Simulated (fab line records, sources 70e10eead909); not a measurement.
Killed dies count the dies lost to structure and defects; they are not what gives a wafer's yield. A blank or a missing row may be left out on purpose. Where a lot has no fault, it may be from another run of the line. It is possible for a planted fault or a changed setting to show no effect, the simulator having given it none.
What tool caused it? || flow nand-harc || 12 lots with 36 wafers sampled at 5 steps, on a route of 1302 steps

## WHAT THE GAUGES SHOWED, per wafer
NHARC_A_BLC_INSPECT_12.
{"lot": "L505", "measured": "day 22 23:58", "on": "defect-inspect-01", "raw-defect-count": "91 98 88"}
{"lot": "L507", "measured": "day 23 00:19", "on": "defect-inspect-01", "raw-defect-count": "81 87 73"}
{"lot": "L508", "measured": "day 23 16:19", "on": "defect-inspect-02", "raw-defect-count": "147 146 158"}
{"lot": "L509", "measured": "day 23 22:19", "on": "defect-inspect-01", "raw-defect-count": "59 56 74"}
{"lot": "L510", "measured": "day 24 23:32", "on": "defect-inspect-02", "raw-defect-count": "123 130 118"}
{"lot": "L514", "measured": "day 26 02:41", "on": "defect-inspect-02", "raw-defect-count": "132 127 138"}
{"lot": "L513", "measured": "day 27 03:31", "on": "defect-inspect-02", "raw-defect-count": "73 71 72"}
{"lot": "L516", "measured": "day 27 05:44", "on": "defect-inspect-02", "raw-defect-count": "79 92 94"}
{"lot": "L518", "measured": "day 27 23:34", "on": "defect-inspect-01", "raw-defect-count": "104 109 78"}
{"lot": "L524", "measured": "day 30 12:22", "on": "defect-inspect-02", "raw-defect-count": "33 36 37"}
{"lot": "L526", "measured": "day 31 04:59", "on": "defect-inspect-02", "raw-defect-count": "61 66 56"}
{"lot": "L525", "measured": "day 31 05:19", "on": "defect-inspect-01", "raw-defect-count": "90 67 81"}

NHARC_END_SORT_01.
{"lot": "L507", "measured": "day 24 19:23", "on": "prober-01", "defect-limited-yield (%)": "91.7 89.5 91.7", "killed-at-array": "54 67 51", "killed-at-other": "0 0 0", "killed-at-periphery": "2 4 5", "killed-dies": "56 71 56", "killed-open": "2 5 4", "killed-short": "2 5 3"}
{"lot": "L509", "measured": "day 26 02:48", "on": "prober-01", "defect-limited-yield (%)": "93.1 92.2 89.8", "killed-at-array": "39 48 66", "killed-at-other": "0 0 0", "killed-at-periphery": "8 5 3", "killed-dies": "47 53 69", "killed-open": "2 3 2", "killed-short": "1 3 5"}
{"lot": "L516", "measured": "day 29 08:04", "on": "prober-01", "defect-limited-yield (%)": "91.4 90.0 91.3", "killed-at-array": "57 65 52", "killed-at-other": "0 2 1", "killed-at-periphery": "1 1 6", "killed-dies": "58 68 59", "killed-open": "2 0 5", "killed-short": "0 2 1"}
{"lot": "L518", "measured": "day 29 19:13", "on": "prober-01", "defect-limited-yield (%)": "88.8 89.8 91.9", "killed-at-array": "75 62 53", "killed-at-other": "1 2 0", "killed-at-periphery": "0 5 2", "killed-dies": "76 69 55", "killed-open": "0 0 6", "killed-short": "5 1 2"}
{"lot": "L524", "measured": "day 32 11:45", "on": "prober-02", "defect-limited-yield (%)": "94.7 93.6 94.2", "killed-at-array": "32 37 37", "killed-at-other": "2 1 0", "killed-at-periphery": "2 5 2", "killed-dies": "36 43 39", "killed-open": "4 3 2", "killed-short": "3 2 4"}
{"lot": "L525", "measured": "day 33 07:59", "on": "prober-02", "defect-limited-yield (%)": "91.1 90.0 91.0", "killed-at-array": "53 60 53", "killed-at-other": "0 0 2", "killed-at-periphery": "7 8 6", "killed-dies": "60 68 61", "killed-open": "1 3 5", "killed-short": "3 1 3"}

## EACH LOT AND THE TOOL THAT RAN IT (in order: tool; ch and the chambers of the sampled wafers; start)
{"lot": "L505", "NHARC_A_BLC_DESCUM_15": "rie-diel-03 ch 1,2,3, day 23 00:02", "NHARC_A_BLC_STRIP_21": "rie-diel-03 ch 0,3, day 23 01:10", "NHARC_A_M0_SOFTBAKE_04": "litho-track-04 ch 0, day 23 03:00"}
{"lot": "L507", "NHARC_A_BLC_DESCUM_15": "rie-diel-09 ch 2,3, day 23 00:22", "NHARC_A_BLC_STRIP_21": "rie-diel-09 ch 0,1, day 23 01:31", "NHARC_A_M0_SOFTBAKE_04": "litho-track-04 ch 0, day 23 03:00"}
{"lot": "L508", "NHARC_A_BLC_DESCUM_15": "rie-diel-03 ch 0,2,3, day 23 16:24", "NHARC_A_BLC_STRIP_21": "rie-diel-09 ch 2,3, day 23 17:32", "NHARC_A_M0_SOFTBAKE_04": "litho-track-04 ch 0, day 23 19:00"}
{"lot": "L509", "NHARC_A_BLC_DESCUM_15": "rie-diel-09 ch 0,1,2, day 23 22:23", "NHARC_A_BLC_STRIP_21": "rie-diel-03 ch 2,3, day 23 23:33", "NHARC_A_M0_SOFTBAKE_04": "litho-track-01 ch 0, day 24 01:00"}
{"lot": "L510", "NHARC_A_BLC_DESCUM_15": "rie-diel-03 ch 1,2,3, day 24 23:35", "NHARC_A_BLC_STRIP_21": "rie-diel-09 ch 0,1,3, day 25 00:46", "NHARC_A_M0_SOFTBAKE_04": "litho-track-06 ch 0, day 25 03:00"}
{"lot": "L514", "NHARC_A_BLC_DESCUM_15": "rie-diel-09 ch 0,2,3, day 26 02:46", "NHARC_A_BLC_STRIP_21": "rie-diel-03 ch 0,1,2, day 26 03:54", "NHARC_A_M0_SOFTBAKE_04": "litho-track-01 ch 0, day 26 06:00"}
{"lot": "L513", "NHARC_A_BLC_DESCUM_15": "rie-diel-09 ch 0,1,2, day 27 03:35", "NHARC_A_BLC_STRIP_21": "rie-diel-03 ch 1,2,3, day 27 05:09", "NHARC_A_M0_SOFTBAKE_04": "litho-track-01 ch 0, day 27 07:00"}
{"lot": "L516", "NHARC_A_BLC_DESCUM_15": "rie-diel-09 ch 1,2,3, day 27 05:49", "NHARC_A_BLC_STRIP_21": "rie-diel-07 ch 1,2, day 27 06:58", "NHARC_A_M0_SOFTBAKE_04": "litho-track-06 ch 0, day 27 09:00"}
{"lot": "L518", "NHARC_A_BLC_DESCUM_15": "rie-diel-09 ch 2,3, day 27 23:38", "NHARC_A_BLC_STRIP_21": "rie-diel-09 ch 0,3, day 28 00:59", "NHARC_A_M0_SOFTBAKE_04": "litho-track-04 ch 0, day 28 03:00"}
{"lot": "L524", "NHARC_A_BLC_DESCUM_15": "rie-diel-09 ch 0,1,3, day 30 12:27", "NHARC_A_BLC_STRIP_21": "rie-diel-09 ch 2,3, day 30 13:35", "NHARC_A_M0_SOFTBAKE_04": "litho-track-01 ch 0, day 30 15:00"}
{"lot": "L526", "NHARC_A_BLC_DESCUM_15": "rie-diel-09 ch 1,3, day 31 05:03", "NHARC_A_BLC_STRIP_21": "rie-diel-09 ch 0,1,3, day 31 06:11", "NHARC_A_M0_SOFTBAKE_04": "litho-track-01 ch 0, day 31 08:00"}
{"lot": "L525", "NHARC_A_BLC_DESCUM_15": "rie-diel-07 ch 1,2, day 31 05:23", "NHARC_A_BLC_STRIP_21": "rie-diel-07 ch 1,2, day 31 06:31", "NHARC_A_M0_SOFTBAKE_04": "litho-track-06 ch 0, day 31 08:00"}
- NHARC_A_BLC_DESCUM_15: chemistry O2, time 3 s.
- NHARC_A_BLC_STRIP_21: strips in O2.
- NHARC_A_M0_SOFTBAKE_04: time 55 s.

## WHAT THE TOOLS THEMSELVES READ (means of the sampled wafers that have a number; where no wafer has one, the mark that the record gives instead)
NHARC_A_BLC_DESCUM_15.
{"lot": "L505", "tool": "rie-diel-03", "chamber-pressure-mTorr (mTorr)": 59.95, "drypump-motor-current-A (A)": 5.8, "oes-product-au (a.u.)": 1.004, "rf-vpp-V (V)": 58.2, "showerhead-plenum-p-Torr (Torr)": 1.94, "throttle-valve-pct (%)": 11.314}
{"lot": "L507", "tool": "rie-diel-09", "chamber-pressure-mTorr (mTorr)": 59.98, "drypump-motor-current-A (A)": 5.9, "oes-product-au (a.u.)": 1.000, "rf-vpp-V (V)": 58.1, "showerhead-plenum-p-Torr (Torr)": 2.02, "throttle-valve-pct (%)": 11.313}
{"lot": "L508", "tool": "rie-diel-03", "chamber-pressure-mTorr (mTorr)": 59.99, "drypump-motor-current-A (A)": 5.8, "oes-product-au (a.u.)": 1.016, "rf-vpp-V (V)": 57.8, "showerhead-plenum-p-Torr (Torr)": 1.94, "throttle-valve-pct (%)": 11.312}
{"lot": "L509", "tool": "rie-diel-09", "chamber-pressure-mTorr (mTorr)": 60.05, "drypump-motor-current-A (A)": 5.6, "oes-product-au (a.u.)": 0.999, "rf-vpp-V (V)": 57.4, "showerhead-plenum-p-Torr (Torr)": 2.02, "throttle-valve-pct (%)": 11.304}
{"lot": "L510", "tool": "rie-diel-03", "chamber-pressure-mTorr (mTorr)": 60.03, "drypump-motor-current-A (A)": 5.8, "oes-product-au (a.u.)": 0.991, "rf-vpp-V (V)": 57.6, "showerhead-plenum-p-Torr (Torr)": 1.94, "throttle-valve-pct (%)": 11.305}
{"lot": "L514", "tool": "rie-diel-09", "chamber-pressure-mTorr (mTorr)": 59.99, "drypump-motor-current-A (A)": 6.0, "oes-product-au (a.u.)": 1.003, "rf-vpp-V (V)": 58.9, "showerhead-plenum-p-Torr (Torr)": 2.03, "throttle-valve-pct (%)": 11.306}
{"lot": "L513", "tool": "rie-diel-09", "chamber-pressure-mTorr (mTorr)": 59.96, "drypump-motor-current-A (A)": 5.6, "oes-product-au (a.u.)": 0.999, "rf-vpp-V (V)": 57.9, "showerhead-plenum-p-Torr (Torr)": 2.02, "throttle-valve-pct (%)": 11.320}
{"lot": "L516", "tool": "rie-diel-09", "chamber-pressure-mTorr (mTorr)": 59.92, "drypump-motor-current-A (A)": 5.6, "oes-product-au (a.u.)": 1.000, "rf-vpp-V (V)": 57.7, "showerhead-plenum-p-Torr (Torr)": 2.01, "throttle-valve-pct (%)": 11.306}
{"lot": "L518", "tool": "rie-diel-09", "chamber-pressure-mTorr (mTorr)": 59.96, "drypump-motor-current-A (A)": 5.6, "oes-product-au (a.u.)": 1.002, "rf-vpp-V (V)": 57.6, "showerhead-plenum-p-Torr (Torr)": 2.03, "throttle-valve-pct (%)": 11.309}
{"lot": "L524", "tool": "rie-diel-09", "chamber-pressure-mTorr (mTorr)": 59.97, "drypump-motor-current-A (A)": 6.0, "oes-product-au (a.u.)": 1.000, "rf-vpp-V (V)": 58.0, "showerhead-plenum-p-Torr (Torr)": 2.01, "throttle-valve-pct (%)": 11.313}
{"lot": "L526", "tool": "rie-diel-09", "chamber-pressure-mTorr (mTorr)": 59.99, "drypump-motor-current-A (A)": 5.5, "oes-product-au (a.u.)": 0.999, "rf-vpp-V (V)": 58.7, "showerhead-plenum-p-Torr (Torr)": 1.99, "throttle-valve-pct (%)": 11.308}
{"lot": "L525", "tool": "rie-diel-07", "chamber-pressure-mTorr (mTorr)": 60.03, "drypump-motor-current-A (A)": 5.9, "oes-product-au (a.u.)": 1.012, "rf-vpp-V (V)": 57.3, "showerhead-plenum-p-Torr (Torr)": 1.90, "throttle-valve-pct (%)": 11.314}

NHARC_A_BLC_STRIP_21.
{"lot": "L505", "tool": "rie-diel-03", "chamber-pressure-mTorr (mTorr)": 60.02, "drypump-motor-current-A (A)": 5.9, "oes-product-au (a.u.)": 0.997, "rf-vpp-V (V)": 56.9, "showerhead-plenum-p-Torr (Torr)": 3.56, "throttle-valve-pct (%)": 17.023}
{"lot": "L507", "tool": "rie-diel-09", "chamber-pressure-mTorr (mTorr)": 59.96, "drypump-motor-current-A (A)": 5.6, "oes-product-au (a.u.)": 0.999, "rf-vpp-V (V)": 57.9, "showerhead-plenum-p-Torr (Torr)": 3.68, "throttle-valve-pct (%)": 17.032}
{"lot": "L508", "tool": "rie-diel-09", "chamber-pressure-mTorr (mTorr)": 60.00, "drypump-motor-current-A (A)": 5.9, "oes-product-au (a.u.)": 1.000, "rf-vpp-V (V)": 58.0, "showerhead-plenum-p-Torr (Torr)": 3.71, "throttle-valve-pct (%)": 17.031}
{"lot": "L509", "tool": "rie-diel-03", "chamber-pressure-mTorr (mTorr)": 60.05, "drypump-motor-current-A (A)": 6.0, "oes-product-au (a.u.)": 0.997, "rf-vpp-V (V)": 58.8, "showerhead-plenum-p-Torr (Torr)": 3.59, "throttle-valve-pct (%)": 17.035}
{"lot": "L510", "tool": "rie-diel-09", "chamber-pressure-mTorr (mTorr)": 60.01, "drypump-motor-current-A (A)": 6.0, "oes-product-au (a.u.)": 1.000, "rf-vpp-V (V)": 58.8, "showerhead-plenum-p-Torr (Torr)": 3.69, "throttle-valve-pct (%)": 17.029}
{"lot": "L514", "tool": "rie-diel-03", "chamber-pressure-mTorr (mTorr)": 59.97, "drypump-motor-current-A (A)": 5.7, "oes-product-au (a.u.)": 1.001, "rf-vpp-V (V)": 58.1, "showerhead-plenum-p-Torr (Torr)": 3.55, "throttle-valve-pct (%)": 17.033}
{"lot": "L513", "tool": "rie-diel-03", "chamber-pressure-mTorr (mTorr)": 60.01, "drypump-motor-current-A (A)": 5.8, "oes-product-au (a.u.)": 0.999, "rf-vpp-V (V)": 57.7, "showerhead-plenum-p-Torr (Torr)": 3.56, "throttle-valve-pct (%)": 17.041}
{"lot": "L516", "tool": "rie-diel-07", "chamber-pressure-mTorr (mTorr)": 59.96, "drypump-motor-current-A (A)": 5.9, "oes-product-au (a.u.)": 0.997, "rf-vpp-V (V)": 57.3, "showerhead-plenum-p-Torr (Torr)": 3.52, "throttle-valve-pct (%)": 17.039}
{"lot": "L518", "tool": "rie-diel-09", "chamber-pressure-mTorr (mTorr)": 59.96, "drypump-motor-current-A (A)": 6.4, "oes-product-au (a.u.)": 0.998, "rf-vpp-V (V)": 58.1, "showerhead-plenum-p-Torr (Torr)": 3.70, "throttle-valve-pct (%)": 17.036}
{"lot": "L524", "tool": "rie-diel-09", "chamber-pressure-mTorr (mTorr)": 60.03, "drypump-motor-current-A (A)": 5.9, "oes-product-au (a.u.)": 1.006, "rf-vpp-V (V)": 58.3, "showerhead-plenum-p-Torr (Torr)": 3.70, "throttle-valve-pct (%)": 17.022}
{"lot": "L526", "tool": "rie-diel-09", "chamber-pressure-mTorr (mTorr)": 59.98, "drypump-motor-current-A (A)": 6.0, "oes-product-au (a.u.)": 0.995, "rf-vpp-V (V)": 58.3, "showerhead-plenum-p-Torr (Torr)": 3.69, "throttle-valve-pct (%)": 17.035}
{"lot": "L525", "tool": "rie-diel-07", "chamber-pressure-mTorr (mTorr)": 59.95, "drypump-motor-current-A (A)": 5.9, "oes-product-au (a.u.)": 1.002, "rf-vpp-V (V)": 57.9, "showerhead-plenum-p-Torr (Torr)": 3.50, "throttle-valve-pct (%)": 17.030}

NHARC_A_M0_SOFTBAKE_04.
{"lot": "L505", "tool": "litho-track-04", "heater-power-total-W (W)": 188.54}
{"lot": "L507", "tool": "litho-track-04", "heater-power-total-W (W)": 188.39}
{"lot": "L508", "tool": "litho-track-04", "heater-power-total-W (W)": 188.35}
{"lot": "L509", "tool": "litho-track-01", "heater-power-total-W (W)": 188.35}
{"lot": "L510", "tool": "litho-track-06", "heater-power-total-W (W)": 188.43}
{"lot": "L514", "tool": "litho-track-01", "heater-power-total-W (W)": 188.41}
{"lot": "L513", "tool": "litho-track-01", "heater-power-total-W (W)": 188.42}
{"lot": "L516", "tool": "litho-track-06", "heater-power-total-W (W)": 188.43}
{"lot": "L518", "tool": "litho-track-04", "heater-power-total-W (W)": 188.40}
{"lot": "L524", "tool": "litho-track-01", "heater-power-total-W (W)": 191.14}
{"lot": "L526", "tool": "litho-track-01", "heater-power-total-W (W)": 191.10}
{"lot": "L525", "tool": "litho-track-06", "heater-power-total-W (W)": 188.43}

## THE ANSWER, worked out from the rows above alone
Rule: usual is defined by the lots themselves. Put in order of their means at a reading, lots are off if they are a third of the lots or fewer, leave a main group of 4 or more, and stand apart from it by a gap of 3 or more times the standard deviation of the main group's means; of several such gaps the widest counts. Not used: any main group whose means are identical at the precision the tables above print for the reading. Also off: a lot with no number at a reading for which 4 or more lots have one. Where the step has rows for the other lots, those lots are counted as sound. Order of review: gauges by route order, followed by the tools' own readings, for which a lot's mean as printed above is used. The first step at which some lot is off is used, and at that step the reading that is off furthest; a lot without a number counts as furthest.
Off, at NHARC_END_SORT_01 on killed-dies: L524. The main group: mean 62, standard deviation 3.3. Neither off nor sound, because the step has no rows for them: L505, L508, L510, L514, L513, L526.
A tool fits if, at a process step before that reading, it ran every lot that is off, and no sound lot after the first of them. Not tried: the gauges at NHARC_END_SORT_01; whatever is off there is also off at NHARC_A_M0_SOFTBAKE_04, on other tools, and gauge error can't account for it. Can't be told from this: 2 tools fit, rie-diel-09 at NHARC_A_BLC_DESCUM_15 and NHARC_A_BLC_STRIP_21, litho-track-01 at NHARC_A_M0_SOFTBAKE_04.

## WHAT WAS PUT IN BY THE SIMULATOR
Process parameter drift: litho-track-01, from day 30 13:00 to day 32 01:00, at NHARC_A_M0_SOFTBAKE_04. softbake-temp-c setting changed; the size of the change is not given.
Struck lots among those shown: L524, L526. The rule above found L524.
